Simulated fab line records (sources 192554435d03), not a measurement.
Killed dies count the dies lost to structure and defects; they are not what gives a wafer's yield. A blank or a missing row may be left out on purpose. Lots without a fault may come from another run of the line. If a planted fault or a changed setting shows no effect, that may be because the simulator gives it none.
fab line records	flow n5_finfet
[record] lots = 6	wafers = 18	last_day = 18
route steps=1938 shown BEOL_M3@951 BEOL_M4@1111
lots that met no fault: taken from a fault-free run of the same line
start_h: hours from the record's first day to the start of the lot's first wafer shown	wait_h: hours from the lot's prior step to this one	" the same as in the row above	L1.1+2: several wafers, shown together as one row	- value missing, or start not given	* or withheld: withheld	< > ~ a bound
route shown NAME@n: NAME is a module with steps in the file, n the number in the route of the first one	usual: mean and standard deviation over wafers with no fault	same: alike in all rows	chamber/n: place in a boat	sites: readings site by site	_std_site: the standard deviation of these	_edge_site: outer sites' mean less inner sites'	radius_mm: for every site, how far away it sits from the centre of the wafer	mask NAME#n: copy n	behind: the last tool/chamber to shape the wafer	hold: why the lot went on hold/how many hours it stayed there/how the hold came to an end	device: the transistor (n, p or np) that didn't switch	end of line: at the end of the route, the tests of the same wafers	where a step has no rows: the recipe by itself	killed: dies that structure and defects cost at the first sort, which is not the same as the wafer's yield	map: the dies of a wafer, with x for killed, . for not killed, _ for no die there
set.NAME: setting as actually run; set.NAME@STEP: the setting as run at that earlier step	model.NAME: the simulator's own value behind a step, which no gauge read
lots at some steps of the route; a table a step, a row a wafer
services: the hour from which a tool's chamber was out of use, counted from the record's first day as start_h (under 0 if before that day), plus the number of hours and why
[[steps]]
[step N5_BEOL_M3_STRIP_65]
[recipe] chemistry = N2/H2	temp_c = 40	n2_flow_sccm = 200	h2_flow_sccm = 200	rf_frequency_hz = 6e+07
[step N5_BEOL_M3_STRIP_75]
[recipe] chemistry = N2/H2	temp_c = 40	n2_flow_sccm = 200	h2_flow_sccm = 200	rf_frequency_hz = 6e+07
[step N5_BEOL_M3_STRIP_66]
[recipe] chemistry = CF4	resist = SiARC	power_w = 300	bias_power_w = 75	pressure_mtorr = 50	cf4_flow_sccm = 150	rf_frequency_hz = 6e+07
[usual] drypump_motor_current_A = 6.0/0.57	oes_product_au = 0.77/0.098	rf_vpp_V = 271.1/1.7	showerhead_plenum_p_Torr = 1.80/0.065	throttle_valve_pct = 13.58/0.22
lot.wafer	tool	chamber	start_h	wait_h	drypump_motor_current_A	oes_product_au	rf_hours_counter_h	rf_vpp_V	showerhead_plenum_p_Torr	throttle_valve_pct
L934.1	rie_diel-01	3	147.57	0.0	6.2	0.78	96	269.3	1.74	13.37
L934.2	"	0	"	"	5.8	0.94	10	274.5	1.91	13.24
L934.6	"	0	"	"	5.9	0.95	-	272.2	1.91	13.26
L939.2	rie_diel-04	3	174.81	0.0	6.7	0.68	213	268.7	1.71	13.56
L939.3	"	1	"	"	5.4	0.95	6	271.1	1.83	13.34
L939.5	"	3	"	"	6.7	0.68	-	269.0	1.71	13.58
L942.2	rie_diel-04	1	202.12	0.0	5.4	0.91	16	270.4	1.83	13.37
L942.3	"	0	"	"	5.3	0.76	166	272.5	1.86	13.76
L942.4	"	2	"	"	6.1	0.69	-	269.8	1.77	13.83
L947.3	rie_diel-03	1	227.03	0.0	6.1	0.71	157	273.4	1.87	13.73
L947.4	"	3	"	"	6.4	0.88	27	274.0	1.90	13.21
L947.5	"	1	"	"	6.1	0.72	-	272.0	1.87	13.73
L950.1	rie_diel-04	2	244.45	0.0	6.1	0.68	249	270.7	1.77	13.87
L950.2	"	0	"	"	5.4	0.74	179	273.9	1.86	13.79
L950.6	"	2	"	"	6.1	0.69	-	270.6	1.77	13.87
L957.1	rie_diel-03	1	287.41	0.0	6.1	0.70	177	272.4	1.86	13.79
L957.5	"	0	"	"	5.1	0.70	-	269.8	1.72	13.61
L957.6	"	3	"	"	6.4	0.84	-	272.5	1.89	13.25
[step N5_BEOL_M3_HM_OPEN_17]
[recipe] chemistry = Cl2/BCl3	target_depth_a = 200	overetch_a = 60	target = TiN	mask_material = SOC	ion_energy_ev = 150	pressure_mtorr = 10	icp_w = 1000	bias_w = 126	Cl2_flow_sccm = 53.25	bcl3_flow_sccm = 21.75	Ar_flow_sccm = 25
[usual] drypump_motor_current_A = 5.8/0.36	oes_product_au = 0.70/0.081	throttle_valve_pct = 22.10/0.12
lot.wafer	tool	chamber	start_h	wait_h	drypump_motor_current_A	oes_product_au	rf_hours_counter_h	throttle_valve_pct
L934.1	rie_metal-02	1	147.61	0.0	5.5	0.64	48	22.07
L934.2	"	0	"	"	5.4	0.78	12	22.24
L934.6	"	1	"	"	5.5	0.65	-	22.08
L939.2	rie_metal-03	1	174.85	0.0	5.8	0.54	119	22.49
L939.3	"	1	"	"	5.8	0.54	-	22.49
L939.5	"	0	"	"	6.0	0.60	-	21.91
L942.2	rie_metal-01	1	202.16	0.0	6.4	0.64	49	22.03
L942.3	"	1	"	"	6.4	0.64	-	22.05
L942.4	"	0	"	"	5.8	0.80	-	22.02
L947.3	rie_metal-01	0	227.10	0.1	5.7	0.78	-	22.01
L947.4	"	1	"	"	6.3	0.64	-	22.02
L947.5	"	1	"	"	6.3	0.64	-	22.06
L950.1	rie_metal-02	0	244.50	0.0	5.4	0.72	20	22.29
L950.2	"	1	"	"	5.5	0.60	57	22.15
L950.6	"	1	"	"	5.5	0.61	-	22.13
L957.1	rie_metal-01	1	287.46	0.0	6.3	0.62	57	22.06
L957.5	"	0	"	"	5.7	0.77	-	22.02
L957.6	"	1	"	"	6.3	0.63	-	22.04
[step N5_BEOL_M3_STRIP_19]
[recipe] chemistry = O2	power_w = 400	temp_c = 40	pressure_mtorr = 30	rf_frequency_hz = 6e+07	bias_power_w = 0	overash_fraction = 0.2	o2_flow_sccm = 225
[usual] drypump_motor_current_A = 5.9/0.59	oes_product_au = 0.79/0.1	rf_vpp_V = 3.6/0.46	showerhead_plenum_p_Torr = 2.11/0.085	throttle_valve_pct = 16.63/0.19
lot.wafer	tool	chamber	start_h	wait_h	drypump_motor_current_A	oes_product_au	rf_hours_counter_h	rf_vpp_V	showerhead_plenum_p_Torr	throttle_valve_pct
L934.1	rie_diel-01	3	147.72	0.1	6.2	0.79	96	4.0	2.02	16.45
L934.2	"	0	"	"	5.9	0.97	10	3.3	2.23	16.36
L934.6	"	0	"	"	5.8	0.97	-	4.1	2.23	16.37
L939.2	rie_diel-01	2	174.96	0.1	6.6	0.67	249	3.7	2.07	17.08
L939.3	"	0	"	"	5.9	0.95	20	3.3	2.23	16.36
L939.5	"	3	"	"	6.2	0.79	-	3.3	2.02	16.46
L942.2	rie_diel-03	2	202.40	0.2	5.4	0.72	193	3.3	2.08	16.77
L942.3	"	0	"	"	5.1	0.73	173	3.7	2.01	16.57
L942.4	"	3	"	"	6.4	0.92	18	3.8	2.24	16.35
L947.3	rie_diel-04	0	227.38	0.3	5.4	0.76	173	3.5	2.17	16.83
L947.4	"	2	"	"	6.1	0.69	243	3.4	2.07	16.89
L947.5	"	3	"	"	6.8	0.68	-	3.8	1.98	16.60
L950.1	rie_diel-03	1	244.61	0.1	6.1	0.72	163	3.7	2.19	16.87
L950.2	"	3	"	"	6.4	0.88	33	5.0	2.24	16.37
L950.6	"	1	"	"	6.1	0.73	-	3.9	2.19	16.84
L957.1	rie_diel-03	2	287.57	0.1	5.5	0.71	222	3.8	2.07	16.83
L957.5	"	3	"	"	6.4	0.86	-	3.8	2.23	16.40
L957.6	"	0	"	"	5.1	0.71	-	3.8	2.00	16.63
[step N5_BEOL_M3_CD_MEAS_18]
[recipe] pitch_nm = 36	target_cd_nm = 18
[usual] cd_nm = 18.1/0.36
lot.wafer	tool	chamber	start_h	wait_h	cd_nm
L934.1	cd_sem-02	-	147.79	0.0	18.0
L934.2	"	-	"	"	18.4
L934.6	"	-	"	"	18.0
L939.2	cd_sem-03	-	175.03	0.1	17.9
L939.3	"	-	"	"	18.2
L939.5	"	-	"	"	17.8
L942.2	cd_sem-02	-	202.47	0.1	17.8
L942.3	"	-	"	"	17.8
L942.4	"	-	"	"	18.3
L947.3	cd_sem-01	-	227.45	0.1	18.6
L947.4	"	-	"	"	18.3
L947.5	"	-	"	"	17.7
L950.1	cd_sem-01	-	244.69	0.1	18.0
L950.2	"	-	"	"	17.8
L950.6	"	-	"	"	17.8
L957.1	cd_sem-03	-	287.64	0.0	17.9
L957.5	"	-	"	"	18.4
L957.6	"	-	"	"	18.1
[step N5_BEOL_M3_COAT_67]
[recipe] resist = SOC	temp_c = 250	time_s = 60	spin_rpm = 1500	resist_thk_nm = 60
[step N5_BEOL_M3_COAT_68]
[recipe] resist = SiARC	temp_c = 220	time_s = 60	spin_rpm = 1500	resist_thk_nm = 12
[step N5_BEOL_M3_COAT_76]
[recipe] resist = underlayer	temp_c = 205	time_s = 60	spin_rpm = 1500	resist_thk_nm = 5
[step N5_BEOL_M3_COAT_22]
[recipe] resist = CAR-EUV	spin_rpm = 1500	resist_thk_nm = 30
[step N5_BEOL_M3_EBR_24]
[recipe] solvent = PGMEA	ebr_width_mm = 1.5
[step N5_BEOL_M3_SOFTBAKE_23]
[recipe] temp_c = 110	time_s = 60	resist = CAR-EUV
[step N5_BEOL_M3_EXPOSE_25]
[recipe] mask_id = V2	na = 0.33	source_shape = quasar	sigma_inner = 0.2	sigma_outer = 0.8	polarization = unpolarized	defocus_nm = 5	dose_mj = 63
[usual] exposure_dose_mJ_cm2 = 62.90/0.063
lot.wafer	tool	chamber	start_h	wait_h	mask	exposure_dose_mJ_cm2
L934.1	euv_scanner-01	0	148.09	-	V2#0	62.84
L934.2	"	0	"	"	V2#0	62.91
L934.6	"	0	"	"	V2#0	62.97
L939.2	euv_scanner-02	0	175.33	-	V2#0	62.85
L939.3	"	0	"	"	V2#0	62.82
L939.5	"	0	"	"	V2#0	62.81
L942.2	euv_scanner-01	0	202.66	-	V2#0	58.95
L942.3	"	0	"	"	V2#0	58.92
L942.4	"	0	"	"	V2#0	58.93
L947.3	euv_scanner-01	0	227.76	-	V2#0	59.78
L947.4	"	0	"	"	V2#0	59.82
L947.5	"	0	"	"	V2#0	59.74
L950.1	euv_scanner-02	0	244.86	-	V2#0	62.87
L950.2	"	0	"	"	V2#0	62.87
L950.6	"	0	"	"	V2#0	62.86
L957.1	euv_scanner-02	0	287.82	-	V2#0	62.83
L957.5	"	0	"	"	V2#0	62.90
L957.6	"	0	"	"	V2#0	62.97
[step N5_BEOL_M3_PEB_26]
[recipe] peb_temp_c = 100	peb_time_s = 60	resist = CAR-EUV
[step N5_BEOL_M3_DEVELOP_27]
[recipe] develop_time_s = 30	developer = TMAH	resist = CAR-EUV	rinse_liquid = surfactant_rinse	dry = air_spin	dev_temp_c = 23
[step N5_BEOL_M3_CD_MEAS_28]
[recipe] target_cd_nm = 25.7	landing_energy_ev = 500	detector = se_inlens	target_cd_y_nm = 23.3	polarity = opening
[usual] cd_nm = 25.71/0.24
[same] landing_energy_ev = 500
lot.wafer	tool	chamber	start_h	wait_h	cd_nm
L934.1	cd_sem-01	0	148.24	-	25.63
L934.2	"	0	"	"	25.89
L934.6	"	0	"	"	25.63
L939.2	cd_sem-03	0	175.47	-	26.17
L939.3	"	0	"	"	25.83
L939.5	"	0	"	"	25.67
L942.2	cd_sem-03	0	202.79	-	24.35
L942.3	"	0	"	"	24.78
L942.4	"	0	"	"	24.70
L947.3	cd_sem-03	0	227.89	-	25.03
L947.4	"	0	"	"	24.76
L947.5	"	0	"	"	24.89
L950.1	cd_sem-01	0	245.01	-	25.58
L950.2	"	0	"	"	25.77
L950.6	"	0	"	"	25.53
L957.1	cd_sem-02	0	287.96	-	25.37
L957.5	"	0	"	"	25.73
L957.6	"	0	"	"	25.57
[step N5_BEOL_M3_OVL_MEAS_29]
[recipe] points_per_wafer = 522
[usual] V2_OVL = 0.5/0.61
lot.wafer	tool	chamber	start_h	wait_h	V2_OVL[nm]
L934.1	overlay-01	0	148.27	0.0	1.1
L934.2	"	0	"	"	0.5
L934.6	"	0	"	"	0.1
L939.2	overlay-02	0	175.51	0.0	0.3
L939.3	"	0	"	"	0.9
L939.5	"	0	"	"	0.9
L942.2	overlay-02	0	202.83	0.0	0.4
L942.3	"	0	"	"	-1.2
L942.4	"	0	"	"	0.8
L947.3	overlay-02	0	227.93	0.0	-0.2
L947.4	"	0	"	"	-1.3
L947.5	"	0	"	"	-0.2
L950.1	overlay-02	0	245.04	0.0	-0.5
L950.2	"	0	"	"	0.0
L950.6	"	0	"	"	-0.6
L957.1	overlay-02	0	287.99	0.0	0.6
L957.5	"	0	"	"	0.5
L957.6	"	0	"	"	1.0
[step N5_BEOL_M4_RC_MEAS_101]
[usual] DIBL_N = 35.9/1.4	DIBL_P = 35.9/1.7	IOFF_N = 0.155/0.023	IOFF_P = 0.201/0.029	ION_N = 672/8.8	ION_P = 460/7	SS_N = 71.6/0.48	SS_P = 73.1/0.64	VT_N = 250.0/3	VT_P = -251.6/3
lot.wafer	tool	chamber	start_h	wait_h	DIBL_N[mV/V]	DIBL_P[mV/V]	IOFF_N[nA/um]	IOFF_P[nA/um]	ION_N[uA/um]	ION_P[uA/um]	SS_N[mV/dec]	SS_P[mV/dec]	VT_N[mV]	VT_P[mV]
L934.1	prober-02	0	169.92	0.0	36.7	37.4	0.166	0.228	681	468	71.8	74.1	247.3	-252.9
L934.2	"	0	"	"	35.2	35.4	0.147	0.202	667	463	71.2	73.3	247.9	-247.9
L934.6	"	0	"	"	34.5	34.3	0.128	0.178	674	464	70.9	73.0	252.8	-253.0
L939.2	prober-01	0	192.04	0.2	36.7	38.5	0.181	0.222	680	459	72.2	73.5	249.0	-252.3
L939.3	"	0	"	"	36.0	37.7	0.166	0.207	674	463	71.6	73.1	250.0	-253.5
L939.5	"	0	"	"	36.0	37.6	0.165	0.207	676	461	71.5	74.0	248.4	-251.6
L942.2	prober-01	0	224.34	0.2	36.5	36.7	0.164	0.180	666	454	70.9	73.1	248.0	-254.2
L942.3	"	0	"	"	39.5	40.3	0.239	0.238	688	459	72.3	74.1	241.2	-250.3
L942.4	"	0	"	"	36.0	35.5	0.149	0.167	663	444	71.4	72.6	247.5	-255.5
L947.3	prober-02	0	249.19	0.3	38.1	36.6	0.178	0.243	694	474	71.7	73.1	244.7	-246.3
L947.4	"	0	"	"	37.1	35.4	0.162	0.222	675	465	71.7	73.0	247.2	-249.9
L947.5	"	0	"	"	35.4	34.6	0.144	0.210	684	472	70.8	72.4	251.5	-248.4
L950.1	prober-01	0	269.18	0.0	39.0	37.0	0.170	0.219	675	459	72.4	73.6	247.8	-255.0
L950.2	"	0	"	"	37.8	35.2	0.148	0.186	671	450	70.7	73.0	252.3	-253.5
L950.6	"	0	"	"	39.6	38.5	0.191	0.237	684	463	72.0	74.2	247.0	-248.9
L957.1	prober-02	0	311.49	0.0	34.9	34.0	0.134	0.199	669	469	71.5	72.6	254.6	-251.2
L957.5	"	0	"	"	35.8	34.6	0.145	0.206	670	463	72.1	73.7	249.8	-252.6
L957.6	"	0	"	"	35.1	34.6	0.141	0.203	667	459	71.2	72.7	251.0	-249.2
[[services]]
tool	chamber	start_h	hours	kind
rie_diel-04	2	124.85	24.6	repair
euv_scanner-01	-	127.41	1.0	pm
euv_scanner-01	-	130.37	4.6	pm
euv_scanner-01	-	136.30	2.4	repair
euv_scanner-02	-	144.20	1.0	pm
rie_diel-04	1	149.68	-	clean
rie_diel-04	1	149.68	-	consumable_replace:focus_ring
rie_diel-04	0	161.53	6.6	repair
rie_diel-03	1	175.27	12.3	repair
euv_scanner-01	-	183.56	1.0	pm
rie_diel-04	3	193.45	8.9	repair
euv_scanner-02	-	200.35	1.0	pm
rie_diel-04	-	211.67	2.8	pm
euv_scanner-01	-	211.95	6.2	pm
rie_diel-01	-	217.33	9.7	repair
rie_diel-04	-	217.33	2.1	repair
rie_diel-01	-	229.97	2.8	pm
rie_diel-04	1	239.23	6.4	repair
euv_scanner-01	-	239.71	1.0	pm
rie_diel-04	2	247.20	-	clean
rie_diel-04	2	247.20	-	consumable_replace:focus_ring
rie_diel-04	2	247.20	17.3	scheduled_down
euv_scanner-02	-	256.50	1.0	pm
rie_diel-01	3	284.47	7.4	repair
[[key]]
[first_sign] step = N5_BEOL_M3_EXPOSE_25	reading = exposure_dose_mJ_cm2	direction = down	sigmas = 56	usual = 62.90	struck = 59.36
[effect] step = N5_BEOL_M3_CD_MEAS_28	reading = cd_nm	direction = down	sigmas = 3.9	usual = 25.71	struck = 24.75	through = control_loop
met_at N5_BEOL_M3_EXPOSE_25
struck_wafers L942.2,L942.3,L942.4,L947.3,L947.4,L947.5
[loop_trim] step = N5_BEOL_M3_EXPOSE_25	setting = dose	lots = L947
onset_between 148.09 202.66
[fault] kind = process_parameter_drift	tool = euv_scanner-01	chamber = -	onset_h = 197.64	steps = N5_BEOL_M3_EXPOSE_25	channel = dose_mj	offset = -3.9571	shape = step	acts_in = these_recipes_only	stated = 63
// loop_trim: a control loop set the setting to another value than it would have without faults
